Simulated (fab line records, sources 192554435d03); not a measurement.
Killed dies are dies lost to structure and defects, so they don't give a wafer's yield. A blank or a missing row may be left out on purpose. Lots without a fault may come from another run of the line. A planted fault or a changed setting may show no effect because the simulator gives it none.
A struck lot beside a sound one | flow n5_finfet | 16 steps out of a route of 1938
Sound: wafers L105.2, L105.5, L105.6. Struck: wafers L107.4, L107.6. (L107.2 of the same lot was not struck and is left out.) The cause comes at the end.
At each step with rows: each side's tool, then ch and its chambers, then its first start. Under that, the readings that differ: sound wafers | struck wafers | difference of the means | sigmas: that difference in standard deviations of wafers without a fault.
alike: readings whose means differ by less than 2 such deviations, and words and numbers that are the same on both sides. not compared: withheld readings, readings that some wafer has no value for, bounds like >300 that may hide the same value, and numbers for which the record gives no deviation and whose values overlap.
The two part at a step that has a row with sigmas, a row that says differs or no value, or rows on one side only. Numbers that don't overlap but have no deviation are shown without sigmas and don't part them. A reading that every wafer of one side lacks parts them only if that side has two wafers or more.

N5_BEOL_M4_ETCH_41: etches SiCN in CH3F/O2, target depth 29.9 nm, time 52.5 s.
  sound on rie_diel-06 ch 1,2; struck on rie_diel-01 ch 1,2
  alike: drypump_motor_current_A, oes_product_au, rf_vpp_V, showerhead_plenum_p_Torr, throttle_valve_pct
  not compared: rf_hours_counter_h
N5_BEOL_M4_STRIP_97: strips in N2/H2, time 10 s.
  sound on rie_diel-06 ch 1,2; struck on rie_diel-01 ch 1,2
  alike: drypump_motor_current_A, h2_flow_sccm, oes_product_au, rf_vpp_V, showerhead_plenum_p_Torr, temp_c, throttle_valve_pct
  not compared: rf_hours_counter_h
N5_BEOL_M4_OCD_MEAS_38:
  sound on ocd-02, day 9 02:16; struck on ocd-01, day 9 20:31
  alike: trench_depth_nm
then, 4 steps without rows for these wafers: N5_BEOL_M4_HM_STRIP_39 (strips TiN in peroxide tin strip, target depth 25 nm, time 158 s); N5_BEOL_M4_SRD_40 (time 30 s); N5_BEOL_M4_PRECLEAN_42 (cleans in residue remover, time 60 s); N5_BEOL_M4_SRD_43 (time 30 s).
N5_BEOL_M4_CD_MEAS_35: target cd 18 nm, target cd y 22.4 nm.
  sound on cd_sem-01, day 9 02:25; struck on cd_sem-01, day 9 20:40
  alike: cd_nm
N5_BEOL_M4_DEGAS_44: time 60 s.
  sound on pvd_sputter-02, day 9 02:32; struck on pvd_sputter-02, day 9 20:43
  alike: heater_power_w
then, 1 step without rows for these wafers: N5_BEOL_M4_PRE_CLEAN_45 (time 30 s).
N5_BEOL_M4_ALD_84: deposits TaN, pulse time 2 s, purge time 3 s, co reactant purge time 2 s.
  sound on ald_metal-02 ch 0,2,3, day 9 02:40; struck on ald_metal-01 ch 2,3, day 9 20:49
  alike: heater_power_w, precursor_vessel_carrier_sccm, precursor_vessel_pressure_torr
N5_BEOL_M4_SURFACE_TREAT_85:
  sound on pvd_sputter-01, day 9 03:06; struck on pvd_sputter-03, day 9 21:02
  not compared: pressure_mtorr, throttle_valve_pct
N5_BEOL_M4_CVD_47: deposits Co from CCTBA/H2, target thk 3 nm, time 223.8 s.
  sound on cvd_co-01 ch 0,2, day 9 03:10; struck on cvd_co-01 ch 0,2, day 9 21:06
  reading          | sound             | struck      | difference | sigmas
  run_length_s (s) | 246.1 247.0 245.6 | 200.0 198.0 | -47.2      | -75
then, 1 step without rows for these wafers: N5_BEOL_M4_SPUTTER_48 (material Cu, target thk 4.5 nm, time 8.29 s).
N5_BEOL_M4_RC_MEAS_101:
  sound on prober-02 ch 0, day 9 08:14; struck on prober-01 ch 0, day 10 00:43
  alike: DIBL_N, DIBL_P, IOFF_N, IOFF_P, ION_N, ION_P, SS_N, SS_P, VT_N, VT_P
-- the record jumps here: 4 days lie between the struck wafers' starts before and after (it left off in module BEOL_M4 and takes up again in module PASSIVATION, whose first step shown is number 1936 of the route) --
N5_PASSIVATION_PROBE_49:
  sound on prober-01, day 12 19:44; struck on prober-01, day 13 15:52
  alike: defect_limited_yield, killed_at_M0_to_M3, killed_at_M4_up, killed_at_contacts, killed_at_front_end, killed_at_other, killed_dies, killed_open, killed_short, sort_bin_5_function, sort_bin_6_memory, sort_n_pass, sort_yield_pct

WHERE THEY PART
Only at N5_BEOL_M4_CVD_47, within this record. Later steps at which nothing parts them and some readings are alike: N5_BEOL_M4_RC_MEAS_101, N5_PASSIVATION_PROBE_49.

WHY: what the simulator had put in
Process parameter drift: cvd_co-01, from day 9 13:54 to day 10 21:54, at N5_BEOL_M4_CVD_47. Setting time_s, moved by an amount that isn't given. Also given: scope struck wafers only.
